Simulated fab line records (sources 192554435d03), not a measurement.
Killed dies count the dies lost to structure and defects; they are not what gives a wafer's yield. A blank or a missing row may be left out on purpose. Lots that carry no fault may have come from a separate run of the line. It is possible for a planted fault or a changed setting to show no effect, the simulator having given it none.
A lot that was struck, set against a sound lot | flow n5-finfet | 24 out of 1938 route steps
Sound: the wafers L434.1, L434.2, L434.3. Struck: wafer L440.3. (L440.1 of the same lot was not struck and is left out.) The cause comes at the end.
Each step with rows lists, per side, the tool, then ch with its chambers, then its first start. Under that, the readings that differ: sound wafers | struck wafers | difference of the means | sigmas: that difference in standard deviations of wafers without a fault.
alike: same words and numbers on both sides, and readings whose means sit less than 2 such deviations apart. not compared: any withheld reading, any reading some wafer has no value for, any bound like >300 that may hide the same value, and any number with overlapping values for which the record gives no deviation.
The two part at a step that has a row with sigmas, a row that says differs or no value, or rows on one side only. Numbers that don't overlap but have no deviation are shown without sigmas and don't part them. A reading missing from all wafers of one side parts the sides only when that side holds two or more wafers.

first, 3 steps without rows for these wafers: N5_PMOS_HMC_CHANNEL_EPI_EXPOSE_06 (exposes mask PMOS HMC BLK, target cd 240 nm); N5_PMOS_HMC_CHANNEL_EPI_PEB_07 (peb time 60 s); N5_PMOS_HMC_CHANNEL_EPI_DEVELOP_08 (develop time 30 s).
N5_PMOS_HMC_CHANNEL_EPI_CD_MEAS_09: the cd target is 237.4 nm.
  sound on cd-sem-02 ch 0, day 2 17:16; struck on cd-sem-03 ch 0, day 4 05:43
  alike: cd-nm
N5_PMOS_HMC_CHANNEL_EPI_OVL_MEAS_10:
  sound on overlay-01 ch 0, day 2 17:18; struck on overlay-02 ch 0, day 4 05:45
  alike: PMOS_HMC_BLK_OVL
N5_PMOS_HMC_CHANNEL_EPI_INSPECT_11: inspects for defects (macro).
  sound on defect-inspect-01, day 2 17:19; struck on defect-inspect-01, day 4 05:47
  alike: raw-defect-count
N5_PMOS_HMC_CHANNEL_EPI_DESCUM_14: chemistry O2, time 7.9 s.
  sound on rie-diel-03 ch 1,2,3, day 2 17:25; struck on rie-diel-03 ch 0, day 4 05:49
  reading                | sound     | struck | difference | sigmas
  rf-hours-counter-h (h) | 11 55 178 | 9      | -72        |
  alike: drypump-motor-current-A, oes-product-au, rf-vpp-V, showerhead-plenum-p-Torr, throttle-valve-pct
then, 1 step without rows for these wafers: N5_PMOS_HMC_CHANNEL_EPI_ETCH_32 (etches BARC in N2/H2, stops on SiO2, target depth 85.8 nm, time 50.3 s).
N5_PMOS_HMC_CHANNEL_EPI_HM_OPEN_15: chemistry CHF3/O2, target SiO2, target depth 40.6 nm, time 20.3 s.
  sound on rie-diel-03 ch 1,2,3, day 2 17:29; struck on rie-diel-03 ch 0, day 4 05:53
  reading                | sound     | struck | difference | sigmas
  rf-hours-counter-h (h) | 11 55 179 | 9      | -73        |
  alike: drypump-motor-current-A, oes-product-au, rf-vpp-V, showerhead-plenum-p-Torr, throttle-valve-pct
N5_PMOS_HMC_CHANNEL_EPI_STRIP_33: strips in N2/H2.
  sound on rie-diel-03 ch 1,2,3, day 2 17:32; struck on rie-diel-03 ch 0, day 4 05:56
  reading                | sound     | struck | difference | sigmas
  rf-hours-counter-h (h) | 11 55 179 | 9      | -73        |
  alike: drypump-motor-current-A, oes-product-au, rf-vpp-V, showerhead-plenum-p-Torr, throttle-valve-pct
then, 1 step without rows for these wafers: N5_PMOS_HMC_CHANNEL_EPI_STRIP_17 (strips in SPM, time 750 s).
N5_PMOS_HMC_CHANNEL_EPI_ETCH_38: etches SiO2 in CF4, target depth 1.5 nm.
  sound on rie-si-06 ch 0,1,2, day 2 17:51; struck on rie-si-02 ch 0, day 4 06:15
  reading                | sound    | struck | difference | sigmas
  rf-hours-counter-h (h) | 49 86 60 | 98     | +33        |
  alike: drypump-motor-current-A, oes-product-au, throttle-valve-pct
N5_PMOS_HMC_CHANNEL_EPI_FIN_RECESS_16: chemistry HBr/Cl2, target Si, target depth 54 nm, time 18 s.
  sound on rie-si-06 ch 0,1,2, day 2 17:52; struck on rie-si-02 ch 0, day 4 06:16
  reading                                          | sound             | struck | difference | sigmas
  rf-hours-counter-h (h)                           | 49 86 60          | 98     | +33        |
  model.etch.depth-nm (nm)                         | 53.85 54.77 55.64 | 51.97  | -2.78      |
  model.PMOS_HMC_CHANNEL_EPI.feature-depth-nm (nm) | 53.85 54.77 55.64 | 51.97  | -2.78      |
  alike: drypump-motor-current-A, oes-product-au, throttle-valve-pct
then, 6 steps without rows for these wafers: N5_PMOS_HMC_CHANNEL_EPI_PRECLEAN_36 (cleans in O3/DIW, time 45 s); N5_PMOS_HMC_CHANNEL_EPI_PRECLEAN_18 (cleans in DHF, time 30 s); N5_PMOS_HMC_CHANNEL_EPI_SRD_19 (time 30 s); N5_PMOS_HMC_CHANNEL_EPI_EPI_20 (deposits SiGe30, target thk 59 nm); N5_PMOS_HMC_CHANNEL_EPI_HM_STRIP_35 (strips SiO2 in dHF, material SiO2, target depth 39.6 nm, time 216 s); N5_PMOS_HMC_CHANNEL_EPI_SRD_39 (time 30 s).
N5_PMOS_HMC_CHANNEL_EPI_CMP_21: polishes SiGe30, target thk 54 nm.
  sound on cmp-04 ch 0,1,3, day 2 19:46; struck on cmp-02 ch 1, day 4 08:10
  alike: motor-current-A, pad-life-wafers
N5_PMOS_HMC_CHANNEL_EPI_THK_MEAS_22:
  sound on film-metro-02, day 2 20:04; struck on film-metro-02, day 4 08:28
  reading          | sound          | struck | difference | sigmas
  HMC_CMP_THK (nm) | 54.0 55.0 55.7 | 52.1   | -2.8       | -4
then, 1 step without rows for these wafers: N5_PMOS_HMC_CHANNEL_EPI_PRECLEAN_40 (cleans in DHF, time 30 s).
-- a jump in the record: the struck wafers' starts before and after are 10 days apart (it breaks off in module PMOS_HMC_CHANNEL_EPI and resumes in module BEOL_M4, where the first step shown is number 1111 of the route) --
N5_BEOL_M4_RC_MEAS_101:
  sound on prober-01 ch 0, day 10 21:55; struck on prober-02 ch 0, day 14 10:06
  alike: DIBL_N, DIBL_P, IOFF_N, IOFF_P, ION_N, ION_P, SS_N, SS_P, VT_N, VT_P
next, for these wafers, 1 step has no rows: N5_PASSIVATION_PROBE_49.

WHERE THEY PART
Only at N5_PMOS_HMC_CHANNEL_EPI_THK_MEAS_22, within this record. Later steps at which nothing parts them and some readings are alike: N5_BEOL_M4_RC_MEAS_101.

WHY: what the simulator had put in
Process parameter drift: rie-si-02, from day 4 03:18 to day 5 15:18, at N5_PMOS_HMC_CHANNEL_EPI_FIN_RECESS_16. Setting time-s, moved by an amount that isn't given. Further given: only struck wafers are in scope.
